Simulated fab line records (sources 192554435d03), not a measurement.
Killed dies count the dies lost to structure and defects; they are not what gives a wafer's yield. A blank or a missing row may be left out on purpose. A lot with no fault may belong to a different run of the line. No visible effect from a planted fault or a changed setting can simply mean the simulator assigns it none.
Matching of chambers || flow n5 finfet || N5_GATE_CUT_SAC_CAP_01 on ald sin-02 has 4 sister chambers
The step material SiNx, target thk 24 nm, pulse time 1 s, ald cycles 480. 18 wafers are shown with their chamber, then 9 later ones without.

EACH WAFER AND ITS CHAMBER
{"wafer": "L075.1", "chamber": 3, "heater power w (W)": 840, "susceptor temp C (C)": 399.96, "precursor pulse height rel": 1.044}
{"wafer": "L075.3", "chamber": 1, "heater power w (W)": 745, "susceptor temp C (C)": 399.94, "precursor pulse height rel": 1.011}
{"wafer": "L075.5", "chamber": 3, "heater power w (W)": 832, "susceptor temp C (C)": 399.80, "precursor pulse height rel": 1.001}
{"wafer": "L077.3", "chamber": 1, "heater power w (W)": 761, "susceptor temp C (C)": 400.04, "precursor pulse height rel": 0.978}
{"wafer": "L077.4", "chamber": 3, "heater power w (W)": 849, "susceptor temp C (C)": 400.15, "precursor pulse height rel": 0.998}
{"wafer": "L077.6", "chamber": 0, "heater power w (W)": 730, "susceptor temp C (C)": 400.01, "precursor pulse height rel": 0.988}
{"wafer": "L079.1", "chamber": 0, "heater power w (W)": 738, "susceptor temp C (C)": 399.61, "precursor pulse height rel": 1.036}
{"wafer": "L079.4", "chamber": 1, "heater power w (W)": 746, "susceptor temp C (C)": 400.06, "precursor pulse height rel": 0.994}
{"wafer": "L079.6", "chamber": 0, "heater power w (W)": 733, "susceptor temp C (C)": 400.15, "precursor pulse height rel": 1.041}
{"wafer": "L081.3", "chamber": 1, "heater power w (W)": 765, "susceptor temp C (C)": 400.07, "precursor pulse height rel": 1.001}
{"wafer": "L081.5", "chamber": 3, "heater power w (W)": 877, "susceptor temp C (C)": 399.88, "precursor pulse height rel": 1.022}
{"wafer": "L081.6", "chamber": 2, "heater power w (W)": 858, "susceptor temp C (C)": 399.70, "precursor pulse height rel": 0.987}
{"wafer": "L084.1", "chamber": 3, "heater power w (W)": 847, "susceptor temp C (C)": 399.66, "precursor pulse height rel": 0.987}
{"wafer": "L084.4", "chamber": 2, "heater power w (W)": 882, "susceptor temp C (C)": 399.95, "precursor pulse height rel": 1.012}
{"wafer": "L084.6", "chamber": 3, "heater power w (W)": 863, "susceptor temp C (C)": 399.96, "precursor pulse height rel": 1.018}
{"wafer": "L089.1", "chamber": 0, "heater power w (W)": 747, "susceptor temp C (C)": 400.18, "precursor pulse height rel": 1.025}
{"wafer": "L089.5", "chamber": 1, "heater power w (W)": 756, "susceptor temp C (C)": 400.18, "precursor pulse height rel": 1.012}
{"wafer": "L089.6", "chamber": 2, "heater power w (W)": 878, "susceptor temp C (C)": 399.72, "precursor pulse height rel": 1.013}

SIGNATURES (averages over the wafers above)
{"reading": "heater power w", "chamber 0": 737.00, "chamber 1": 754.60, "chamber 2": 872.67, "chamber 3": 851.33, "scatter within a chamber": 12.3}
{"reading": "susceptor temp C", "chamber 0": 399.9875, "chamber 1": 400.0580, "chamber 2": 399.7900, "chamber 3": 399.9017, "scatter within a chamber": 0.172}
{"reading": "precursor pulse height rel", "chamber 0": 1.02250, "chamber 1": 0.99920, "chamber 2": 1.00400, "chamber 3": 1.01167, "scatter within a chamber": 0.019}
Rule: for each reading, subtract the chamber's mean from the wafer's reading, divide by that reading's scatter and square the result; add these up over the readings and take the root, which gives the wafer's distance from the chamber. The wafer belongs to the nearest chamber; if the next one is less than 2 further off, it can't be placed. The scatter is the square root of a quotient: the sum, over the shown wafers, of each reading's squared deviation from its chamber's mean, divided by wafers minus chambers.

WAFERS WHOSE CHAMBER IS MISSING
{"wafer": "L091.1", "heater power w (W)": 758, "susceptor temp C (C)": 399.89, "precursor pulse height rel": 0.992}
{"wafer": "L091.2", "heater power w (W)": 743, "susceptor temp C (C)": 400.11, "precursor pulse height rel": 0.964}
{"wafer": "L091.4", "heater power w (W)": 878, "susceptor temp C (C)": 399.94, "precursor pulse height rel": 1.009}
{"wafer": "L092.1", "heater power w (W)": 725, "susceptor temp C (C)": 400.31, "precursor pulse height rel": 0.976}
{"wafer": "L092.2", "heater power w (W)": 850, "susceptor temp C (C)": 400.09, "precursor pulse height rel": 1.016}
{"wafer": "L092.3", "heater power w (W)": 759, "susceptor temp C (C)": 400.18, "precursor pulse height rel": 1.009}
{"wafer": "L094.3", "heater power w (W)": 739, "susceptor temp C (C)": 400.13, "precursor pulse height rel": 0.982}
{"wafer": "L094.4", "heater power w (W)": 859, "susceptor temp C (C)": 399.87, "precursor pulse height rel": 0.973}
{"wafer": "L094.6", "heater power w (W)": 729, "susceptor temp C (C)": 400.52, "precursor pulse height rel": 0.983}

WHICH CHAMBER EACH WENT THROUGH
{"wafer": "L091.1", "from the rows above": "can't be placed: 1 or 0", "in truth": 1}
{"wafer": "L091.2", "from the rows above": "can't be placed: 1 or 0", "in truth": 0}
{"wafer": "L091.4", "from the rows above": "can't be placed: 2 or 3", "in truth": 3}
{"wafer": "L092.1", "from the rows above": "can't be placed: 1 or 0", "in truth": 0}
{"wafer": "L092.2", "from the rows above": "can't be placed: 3 or 2", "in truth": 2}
{"wafer": "L092.3", "from the rows above": "can't be placed: 1 or 0", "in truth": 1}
{"wafer": "L094.3", "from the rows above": "can't be placed: 1 or 0", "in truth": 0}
{"wafer": "L094.4", "from the rows above": "can't be placed: 2 or 3", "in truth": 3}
{"wafer": "L094.6", "from the rows above": "can't be placed: 1 or 0", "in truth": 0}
0 of 9 placed correctly. Can't be placed from these rows: 9 (the true chamber is among the candidates in 9). Placed wrongly: 0.
